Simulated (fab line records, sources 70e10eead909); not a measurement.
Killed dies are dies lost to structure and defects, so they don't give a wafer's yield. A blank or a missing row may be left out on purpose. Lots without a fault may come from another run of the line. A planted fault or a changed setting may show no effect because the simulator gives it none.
Chamber matching | flow nand_harc | NHARC_P_CONTACT_ALD_22 on ald_metal-03: 4 sister chambers
The step deposits TiN, target thk 3 nm, pulse time 1 s, ald cycles 150. 8 wafers are shown with their chamber, then 7 later ones without.

WAFERS WITH THEIR CHAMBER
wafer  | chamber | heater_power_w (W) | precursor_pulse_height_rel
L079.1 | 1       | 1240               | 0.981
L081.3 | 1       | 1288               | 1.012
L081.6 | 3       | 1325               | 1.006
L086.3 | 2       | 1039               | 0.972
L086.4 | 0       | 945                | 0.985
L086.6 | 2       | 1033               | 1.037
L091.3 | 0       | 953                | 0.997
L091.5 | 3       | 1297               | 0.985

WAFERS WITHOUT THEIR CHAMBER
wafer  | heater_power_w (W) | precursor_pulse_height_rel
L091.6 | 1038               | 1.033
L095.1 | 1325               | 1.036
L095.4 | 1041               | 0.989
L095.5 | 1284               | 0.994
L097.1 | 1302               | 1.024
L097.3 | 1325               | 1.010
L097.6 | 1009               | 0.979

WHICH CHAMBER EACH WENT THROUGH
wafer  | from the rows above     | in truth
L091.6 | 2                       | 2
L095.1 | can't be placed: 3 or 1 | 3
L095.4 | 2                       | 2
L095.5 | can't be placed: 1 or 3 | 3
L097.1 | can't be placed: 3 or 1 | 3
L097.3 | 3                       | 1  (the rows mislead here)
L097.6 | can't be placed: 2 or 0 | 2
Placed correctly: 2 of 7. Can't be placed from these rows: 4 (the true chamber is among the candidates in 4). Placed wrongly: 1.
How it was worked out, from the rows above alone: a wafer's distance from a chamber is the root of the sum, over the readings, of the square of ((its reading less the chamber's mean) divided by the reading's scatter). The wafer belongs to the nearest chamber; if the next one is less than 2 further off, it can't be placed. A chamber's mean is the mean of its shown wafers. The scatter: the root of (the sum of the squares of (reading less its chamber's mean) over the shown wafers, divided by (wafers less chambers)).
